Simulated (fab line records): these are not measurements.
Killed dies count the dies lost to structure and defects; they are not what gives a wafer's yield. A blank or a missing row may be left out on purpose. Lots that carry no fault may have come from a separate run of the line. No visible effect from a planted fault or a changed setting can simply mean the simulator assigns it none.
Chamber matching || flow nandHarc || NHARC_P_M2_CMP_23 on cmp-04: 4 sister chambers
The step polishes, t overpolish 20 s, target thk 144.3 nm. 16 wafers are shown with their chamber, then 8 later ones without.

## WAFERS, EACH WITH ITS CHAMBER
{"wafer": "L076.3", "chamber": 3, "motorCurrentA (A)": 13.0, "timeToEndpointS (s)": 26, "retainingRingPressureFrac": 1.000}
{"wafer": "L076.5", "chamber": 2, "motorCurrentA (A)": 11.8, "timeToEndpointS (s)": 28, "retainingRingPressureFrac": 0.997}
{"wafer": "L076.6", "chamber": 1, "motorCurrentA (A)": 14.2, "timeToEndpointS (s)": 24, "retainingRingPressureFrac": 0.999}
{"wafer": "L078.1", "chamber": 2, "motorCurrentA (A)": 12.0, "timeToEndpointS (s)": 28, "retainingRingPressureFrac": 1.002}
{"wafer": "L078.2", "chamber": 1, "motorCurrentA (A)": 13.2, "timeToEndpointS (s)": 21, "retainingRingPressureFrac": 1.002}
{"wafer": "L078.5", "chamber": 1, "motorCurrentA (A)": 12.7, "timeToEndpointS (s)": 23, "retainingRingPressureFrac": 0.997}
{"wafer": "L081.1", "chamber": 0, "motorCurrentA (A)": 11.8, "timeToEndpointS (s)": 30, "retainingRingPressureFrac": 0.997}
{"wafer": "L081.2", "chamber": 3, "motorCurrentA (A)": 13.1, "timeToEndpointS (s)": 27, "retainingRingPressureFrac": 1.002}
{"wafer": "L081.6", "chamber": 0, "motorCurrentA (A)": 12.1, "timeToEndpointS (s)": 28, "retainingRingPressureFrac": 0.996}
{"wafer": "L083.4", "chamber": 0, "motorCurrentA (A)": 11.4, "timeToEndpointS (s)": 29, "retainingRingPressureFrac": 1.006}
{"wafer": "L083.5", "chamber": 2, "motorCurrentA (A)": 12.0, "timeToEndpointS (s)": 25, "retainingRingPressureFrac": 0.992}
{"wafer": "L083.6", "chamber": 3, "motorCurrentA (A)": 13.3, "timeToEndpointS (s)": 25, "retainingRingPressureFrac": 1.000}
{"wafer": "L089.3", "chamber": 1, "motorCurrentA (A)": 12.8, "timeToEndpointS (s)": 26, "retainingRingPressureFrac": 1.009}
{"wafer": "L089.5", "chamber": 2, "motorCurrentA (A)": 12.2, "timeToEndpointS (s)": 26, "retainingRingPressureFrac": 1.000}
{"wafer": "L089.6", "chamber": 1, "motorCurrentA (A)": 13.1, "timeToEndpointS (s)": 24, "retainingRingPressureFrac": 1.005}
{"wafer": "L094.1", "chamber": 1, "motorCurrentA (A)": 13.6, "timeToEndpointS (s)": 26, "retainingRingPressureFrac": 0.999}

SIGNATURES, as means of the wafers listed above
{"reading": "motorCurrentA", "chamber 0": 11.767, "chamber 1": 13.267, "chamber 2": 12.000, "chamber 3": 13.133, "scatter within a chamber": 0.401}
{"reading": "timeToEndpointS", "chamber 0": 29.00, "chamber 1": 24.00, "chamber 2": 26.75, "chamber 3": 26.00, "scatter within a chamber": 1.55}
{"reading": "retainingRingPressureFrac", "chamber 0": 0.99967, "chamber 1": 1.00183, "chamber 2": 0.99775, "chamber 3": 1.00067, "scatter within a chamber": 0.00429}
Rule: for each reading, subtract the chamber's mean from the wafer's reading, divide by that reading's scatter and square the result; add these up over the readings and take the root, which gives the wafer's distance from the chamber. The wafer belongs to the nearest chamber; if the next one is less than 2 further off, it can't be placed. The scatter is the square root of a quotient: the sum, over the shown wafers, of each reading's squared deviation from its chamber's mean, divided by wafers minus chambers.

## WAFERS WHOSE CHAMBER IS MISSING
{"wafer": "L094.3", "motorCurrentA (A)": 11.8, "timeToEndpointS (s)": 30, "retainingRingPressureFrac": 0.998}
{"wafer": "L094.6", "motorCurrentA (A)": 11.7, "timeToEndpointS (s)": 29, "retainingRingPressureFrac": 1.003}
{"wafer": "L095.1", "motorCurrentA (A)": 11.4, "timeToEndpointS (s)": 29, "retainingRingPressureFrac": 0.998}
{"wafer": "L095.2", "motorCurrentA (A)": 13.4, "timeToEndpointS (s)": 22, "retainingRingPressureFrac": 1.007}
{"wafer": "L095.3", "motorCurrentA (A)": 12.0, "timeToEndpointS (s)": 29, "retainingRingPressureFrac": 0.999}
{"wafer": "L097.1", "motorCurrentA (A)": 13.3, "timeToEndpointS (s)": 23, "retainingRingPressureFrac": 0.997}
{"wafer": "L097.2", "motorCurrentA (A)": 12.0, "timeToEndpointS (s)": 29, "retainingRingPressureFrac": 0.997}
{"wafer": "L097.3", "motorCurrentA (A)": 13.0, "timeToEndpointS (s)": 29, "retainingRingPressureFrac": 0.998}

## THE CHAMBER EACH PASSED THROUGH
{"wafer": "L094.3", "from the rows above": "can't be placed: 0 or 2", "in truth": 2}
{"wafer": "L094.6", "from the rows above": "can't be placed: 0 or 2", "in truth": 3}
{"wafer": "L095.1", "from the rows above": "can't be placed: 0 or 2", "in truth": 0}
{"wafer": "L095.2", "from the rows above": "can't be placed: 1 or 3", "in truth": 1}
{"wafer": "L095.3", "from the rows above": "can't be placed: 0 or 2", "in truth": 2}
{"wafer": "L097.1", "from the rows above": "can't be placed: 1 or 3", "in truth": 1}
{"wafer": "L097.2", "from the rows above": "can't be placed: 0 or 2", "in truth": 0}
{"wafer": "L097.3", "from the rows above": "can't be placed: 3 or 2 or 0 or 1", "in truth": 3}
Correct placement for 0 of the 8. Not placeable from these rows: 8 (in 7, the candidates include the true chamber). 0 placed wrongly.
